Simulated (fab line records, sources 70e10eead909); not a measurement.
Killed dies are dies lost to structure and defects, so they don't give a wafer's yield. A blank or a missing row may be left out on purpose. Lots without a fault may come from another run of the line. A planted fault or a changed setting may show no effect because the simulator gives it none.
Chamber matching | flow nand_harc | NHARC_P_M2_CMP_23 on cmp-03: 4 sister chambers
The step polishes, t overpolish 20 s, target thk 144.3 nm. 4 wafers are shown with their chamber, then 7 later ones without.

WAFERS WITH THEIR CHAMBER
wafer  | chamber | motor_current_A (A)
L082.5 | 3       | 12.5
L083.1 | 0       | 14.9
L084.1 | 2       | 12.0
L084.5 | 1       | 14.0

WAFERS WITHOUT THEIR CHAMBER
wafer  | motor_current_A (A)
L084.6 | 11.4
L088.1 | 13.3
L088.2 | 15.1
L088.4 | 12.8
L093.1 | 11.8
L093.3 | 12.2
L093.4 | 15.4

WHICH CHAMBER EACH WENT THROUGH
wafer  | from the rows above          | in truth
L084.6 | can't be placed: 2 or 3      | 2
L088.1 | can't be placed: 1 or 3 or 2 | 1
L088.2 | 0                            | 0
L088.4 | can't be placed: 3 or 2      | 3
L093.1 | can't be placed: 2 or 3      | 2
L093.3 | can't be placed: 2 or 3      | 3
L093.4 | 0                            | 0
Placed correctly: 2 of 7. Can't be placed from these rows: 5 (the true chamber is among the candidates in 5). Placed wrongly: 0.
How it was worked out, from the rows above alone: a wafer's distance from a chamber is the root of the sum, over the readings, of the square of ((its reading less the chamber's mean) divided by the reading's scatter). The wafer belongs to the nearest chamber; if the next one is less than 2 further off, it can't be placed. A chamber's mean is the mean of its shown wafers. The scatter: with one shown wafer a chamber, the root of the mean of the squares of how far each hidden wafer lies from its nearest shown one.
